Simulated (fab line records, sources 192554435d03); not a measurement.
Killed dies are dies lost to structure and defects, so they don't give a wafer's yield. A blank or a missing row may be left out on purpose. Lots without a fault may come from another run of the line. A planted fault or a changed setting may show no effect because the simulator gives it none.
Which tool did it? | flow n5_finfet | 9 lots, 27 wafers sampled, at 5 steps of a route of 1938

WHAT THE GAUGES READ, wafer by wafer
N5_BEOL_M4_RC_MEAS_101. Usual: DIBL_N 36.6 mV/V, standard deviation 1.9; DIBL_P 36.7 mV/V, standard deviation 2.2; IOFF_N 0.16 nA/um, standard deviation 0.035; IOFF_P 0.22 nA/um, standard deviation 0.038; ION_N 672 uA/um, standard deviation 14; ION_P 462 uA/um, standard deviation 8.3; SS_N 71.6 mV/dec, standard deviation 0.65; SS_P 73.5 mV/dec, standard deviation 0.72; VT_N 250 mV, standard deviation 3.5; VT_P -250 mV, standard deviation 3.1.
lot  | measured     | on        | DIBL_N (mV/V)  | DIBL_P (mV/V)  | IOFF_N (nA/um) | IOFF_P (nA/um) | ION_N (uA/um) | ION_P (uA/um) | SS_N (mV/dec)  | SS_P (mV/dec)  | VT_N (mV)   | VT_P (mV)      | flag
L789 | day 9 11:10  | prober-01 | 39.2 37.5 33.2 | 40.5 39.0 32.6 | 0.22 0.17 0.10 | 0.34 0.29 0.18 | 686 677 646   | 483 471 455   | 71.1 71.0 69.9 | 74.5 73.9 72.5 | 243 247 255 | -239 -244 -252 |
L791 | day 10 02:23 | prober-02 | 37.3 33.2 34.2 | 37.3 32.7 34.5 | 0.16 0.11 0.13 | 0.25 0.18 0.20 | 690 685 676   | 480 474 477   | 71.2 70.0 70.5 | 73.6 72.5 72.5 | 248 253 251 | -247 -250 -249 |
L798 | day 11 09:17 | prober-02 | 36.3 37.3 36.5 | 36.6 38.0 37.6 | 0.15 0.16 0.16 | 0.21 0.23 0.22 | 678 659 681   | 468 459 463   | 71.1 71.4 71.4 | 73.3 74.0 73.7 | 252 250 247 | -252 -248 -250 |
L799 | day 11 17:17 | prober-02 | 34.1 33.8 33.7 | 33.4 32.8 32.6 | 0.13 0.12 0.12 | 0.17 0.16 0.16 | 650 656 642   | 448 454 439   | 71.7 71.4 71.3 | 72.8 72.9 72.9 | 254 256 258 | -253 -253 -251 |
L800 | day 11 14:56 | prober-01 | 32.7 36.4 33.4 | 34.8 38.2 34.6 | 0.12 0.18 0.12 | 0.18 0.23 0.18 | 655 670 665   | 459 466 460   | 70.9 72.2 71.6 | 72.7 73.1 72.6 | 252 249 253 | -252 -249 -252 |
L806 | day 13 05:08 | prober-02 | 36.2 36.8 35.7 | 37.9 38.9 37.4 | 0.19 0.19 0.18 | 0.24 0.25 0.23 | 674 671 679   | 467 464 465   | 71.5 71.4 72.3 | 74.5 73.9 73.9 | 246 248 247 | -247 -248 -247 |
L807 | day 13 13:35 | prober-02 | 38.5 39.1 37.1 | 37.6 38.6 36.5 | 0.19 0.21 0.17 | 0.21 0.23 0.20 | 674 693 686   | 453 471 466   | 72.4 72.5 71.5 | 74.1 74.6 73.9 | 246 247 246 | -251 -252 -253 |
L809 | day 14 07:06 | prober-01 | 37.4 37.4 38.9 | 38.4 38.9 38.7 | 0.16 0.17 0.18 | 0.22 0.25 0.24 | 678 667 654   | 468 455 452   | 71.0 71.4 72.4 | 74.4 73.9 74.9 | 251 253 254 | -249 -247 -249 |
L812 | day 14 16:10 | prober-01 | 37.0 36.8 38.7 | 38.4 38.0 39.6 | 0.17 0.17 0.20 | 0.22 0.24 0.26 | 674 676 694   | 467 459 470   | 71.4 72.2 72.2 | 73.3 74.1 73.6 | 251 248 249 | -250 -248 -248 |

WHICH TOOL RAN EACH LOT (tool, then ch and the chambers of the sampled wafers, then the start)
lot  | N5_BEOL_M3_STRIP_66                | N5_BEOL_M3_DESCUM_33               | N5_BEOL_M3_ALD_98                 | N5_BEOL_M3_ETCHBACK_99
L789 | rie_diel-06 ch 1,2, day 8 08:41    | rie_diel-01 ch 0,2,3, day 8 09:22  | ald_sin-01 ch 0,1,2, day 8 09:29  | rie_diel-06 ch 0,2,3, day 8 16:26
L791 | rie_diel-03 ch 0,2,3, day 8 17:45  | rie_diel-06 ch 2,3, day 8 18:32    | ald_sin-03 ch 0,3, day 8 18:57    | rie_diel-03 ch 0,2,3, day 8 20:13
L798 | rie_diel-03 ch 0,1,3, day 9 15:09  | rie_diel-03 ch 0,1,3, day 9 15:49  | ald_sin-01 ch 0,2,3, day 9 15:57  | rie_diel-06 ch 0,1,3, day 10 05:55
L799 | rie_diel-03 ch 1,2,3, day 10 06:21 | rie_diel-01 ch 1,3, day 10 07:08   | ald_sin-03 ch 2,3, day 10 07:16   | rie_diel-03 ch 1,2,3, day 10 19:33
L800 | rie_diel-03 ch 1,2,3, day 10 11:02 | rie_diel-03 ch 0,2,3, day 10 11:41 | ald_sin-03 ch 1,2,3, day 10 12:04 | rie_diel-03 ch 0,2,3, day 10 21:50
L806 | rie_diel-03 ch 0,2,3, day 11 22:26 | rie_diel-06 ch 0,1,3, day 11 23:06 | ald_sin-03 ch 0,1,3, day 11 23:14 | rie_diel-06 ch 1,2,3, day 12 05:46
L807 | rie_diel-01 ch 0,2,3, day 12 15:07 | rie_diel-06 ch 1,2, day 12 15:57   | ald_sin-03 ch 1,2, day 12 16:14   | rie_diel-06 ch 1,2, day 12 18:37
L809 | rie_diel-06 ch 0,3, day 12 16:22   | rie_diel-01 ch 0,3, day 12 17:02   | ald_sin-01 ch 0,1, day 12 17:10   | rie_diel-06 ch 0,2,3, day 13 03:55
L812 | rie_diel-06 ch 0,3, day 13 05:58   | rie_diel-01 ch 2,3, day 13 06:42   | ald_sin-02 ch 1,2,3, day 13 07:21 | rie_diel-01 ch 1,3, day 13 21:34
- N5_BEOL_M3_STRIP_66: strips in CF4.
- N5_BEOL_M3_DESCUM_33: chemistry O2, time 7 s.
- N5_BEOL_M3_ALD_98: deposits SiO2, target thk 2.5 nm, pulse time 1 s, co reactant pulse time 1 s.
- N5_BEOL_M3_ETCHBACK_99: etches SiO2 in CHF3, target depth 5 nm, time 10.4 s.

WHAT THE TOOLS THEMSELVES READ (means of the sampled wafers that have a number; where no wafer has one, the mark that the record gives instead)
N5_BEOL_M3_STRIP_66. Usual: drypump_motor_current_A 5.6 A, standard deviation 0.57; oes_product_au 0.79 a.u., standard deviation 0.068; rf_vpp_V 271.2 V, standard deviation 1.4; showerhead_plenum_p_Torr 1.79 Torr, standard deviation 0.051; throttle_valve_pct 13.54 %, standard deviation 0.21.
lot  | tool        | drypump_motor_current_A (A) | oes_product_au (a.u.) | rf_vpp_V (V) | showerhead_plenum_p_Torr (Torr) | throttle_valve_pct (%) | flag
L789 | rie_diel-06 | 5.5                         | 0.86                  | 272.9        | 1.84                            | 13.56                  |
L791 | rie_diel-03 | 5.1                         | 0.82                  | 270.9        | 1.78                            | 13.44                  |
L798 | rie_diel-03 | 5.1                         | 0.82                  | 271.6        | 1.76                            | 13.58                  |
L799 | rie_diel-03 | 4.9                         | 0.77                  | 269.5        | 1.75                            | 13.59                  |
L800 | rie_diel-03 | 4.9                         | 0.77                  | 271.0        | 1.75                            | 13.59                  |
L806 | rie_diel-03 | 5.1                         | 0.79                  | 270.6        | 1.78                            | 13.50                  |
L807 | rie_diel-01 | 6.1                         | 0.77                  | 271.4        | 1.80                            | 13.61                  |
L809 | rie_diel-06 | 6.4                         | 0.82                  | 272.2        | 1.82                            | 13.29                  |
L812 | rie_diel-06 | 6.2                         | 0.77                  | 271.1        | 1.81                            | 13.47                  |

N5_BEOL_M3_DESCUM_33. Usual: drypump_motor_current_A 5.8 A, standard deviation 0.49; o2_flow_sccm 224.9 sccm, standard deviation 0.72; oes_product_au 0.79 a.u., standard deviation 0.075; rf_vpp_V 243.1 V, standard deviation 1.4; showerhead_plenum_p_Torr 2.10 Torr, standard deviation 0.064; throttle_valve_pct 20.44 %, standard deviation 0.27.
lot  | tool        | drypump_motor_current_A (A) | o2_flow_sccm (sccm) | oes_product_au (a.u.) | rf_vpp_V (V) | showerhead_plenum_p_Torr (Torr) | throttle_valve_pct (%) | flag
L789 | rie_diel-01 | 6.1                         | 224.9               | 0.78                  | 244.0        | 2.12                            | 20.48                  |
L791 | rie_diel-06 | 6.0                         | 224.6               | 0.76                  | 243.9        | 2.14                            | 20.30                  |
L798 | rie_diel-03 | 5.0                         | 224.7               | 0.83                  | 242.5        | 2.06                            | 20.52                  |
L799 | rie_diel-01 | 6.1                         | 225.5               | 0.80                  | 242.1        | 2.03                            | 20.31                  |
L800 | rie_diel-03 | 5.1                         | 224.8               | 0.81                  | 243.5        | 2.09                            | 20.46                  |
L806 | rie_diel-06 | 5.9                         | 224.3               | 0.83                  | 243.1        | 2.12                            | 20.28                  |
L807 | rie_diel-06 | 5.5                         | 224.6               | 0.82                  | 244.0        | 2.14                            | 20.44                  |
L809 | rie_diel-01 | 6.2                         | 224.6               | 0.74                  | 242.6        | 2.08                            | 20.60                  |
L812 | rie_diel-01 | 6.1                         | 225.3               | 0.80                  | 243.5        | 2.09                            | 20.31                  |

N5_BEOL_M3_ALD_98. Usual: chamber_pressure_Torr 2.000 Torr, standard deviation 0.0046; heater_power_w 80 W, standard deviation 5.7; precursor_pulse_height_rel 1.005, standard deviation 0.018; susceptor_temp_C 100.03 C, standard deviation 0.13.
lot  | tool       | chamber_pressure_Torr (Torr) | heater_power_w (W) | precursor_pulse_height_rel | susceptor_temp_C (C) | flag
L789 | ald_sin-01 | 1.998                        | 79                 | 0.986                      | 100.10               |
L791 | ald_sin-03 | 2.000                        | 74                 | 1.019                      | 100.04               |
L798 | ald_sin-01 | 2.000                        | 84                 | 1.013                      | 100.23               |
L799 | ald_sin-03 | 2.003                        | 78                 | 1.003                      | 99.92                |
L800 | ald_sin-03 | 2.000                        | 80                 | 1.004                      | 99.99                |
L806 | ald_sin-03 | 2.001                        | 80                 | 1.003                      | 101.72               | OFF
L807 | ald_sin-03 | 1.999                        | 80                 | 1.012                      | 101.75               | OFF
L809 | ald_sin-01 | 1.997                        | 82                 | 1.020                      | 99.94                |
L812 | ald_sin-02 | 1.997                        | 83                 | 0.995                      | 100.03               |

N5_BEOL_M3_ETCHBACK_99. Usual: drypump_motor_current_A 5.7 A, standard deviation 0.52; oes_f_703_au 0.79 a.u., standard deviation 0.076; oes_product_au 0.79 a.u., standard deviation 0.076; rf_vpp_V 242 V, standard deviation 3.2; showerhead_plenum_p_Torr 2.15 Torr, standard deviation 0.07; throttle_valve_pct 17.06 %, standard deviation 0.26.
lot  | tool        | drypump_motor_current_A (A) | oes_f_703_au (a.u.) | oes_product_au (a.u.) | rf_vpp_V (V) | showerhead_plenum_p_Torr (Torr) | throttle_valve_pct (%) | flag
L789 | rie_diel-06 | 6.2                         | 0.79                | 0.80                  | 242          | 2.20                            | 16.85                  |
L791 | rie_diel-03 | 5.1                         | 0.83                | 0.82                  | 242          | 2.15                            | 16.99                  |
L798 | rie_diel-06 | 5.9                         | 0.85                | 0.85                  | 240          | 2.18                            | 16.87                  |
L799 | rie_diel-03 | 4.9                         | 0.79                | 0.78                  | 239          | 2.10                            | 17.14                  |
L800 | rie_diel-03 | 5.1                         | 0.81                | 0.80                  | 242          | 2.14                            | 17.02                  |
L806 | rie_diel-06 | 5.7                         | 0.78                | 0.78                  | 241          | 2.20                            | 17.14                  |
L807 | rie_diel-06 | 5.7                         | 0.77                | 0.77                  | 241          | 2.24                            | 17.22                  |
L809 | rie_diel-06 | 6.2                         | 0.76                | 0.76                  | 243          | 2.18                            | 16.90                  |
L812 | rie_diel-01 | 5.9                         | 0.74                | 0.73                  | 242          | 2.06                            | 17.14                  |

THE ANSWER, worked out from the rows above alone
Rule: a lot is off if the mean of its wafers that have a number lies more than 3 standard deviations from the usual mean. A lot without any number at a reading at which 4 lots or more have one is off too. The other lots that the step has rows for count as sound. The gauges are gone through in route order, then the tools' own readings, and for those a lot's mean is taken as printed above. The first step at which some lot is off is used, and at that step the reading that is off furthest; a lot without a number counts as furthest.
Off: L806, L807, at N5_BEOL_M3_ALD_98 (susceptor_temp_C).
A tool fits if, at that step or a process step before it, it ran every lot that is off, and no sound lot after the first of them. Can't be told from this: 2 tools fit, rie_diel-06 at N5_BEOL_M3_DESCUM_33, ald_sin-03 at N5_BEOL_M3_ALD_98.

WHAT THE SIMULATOR HAD PUT IN
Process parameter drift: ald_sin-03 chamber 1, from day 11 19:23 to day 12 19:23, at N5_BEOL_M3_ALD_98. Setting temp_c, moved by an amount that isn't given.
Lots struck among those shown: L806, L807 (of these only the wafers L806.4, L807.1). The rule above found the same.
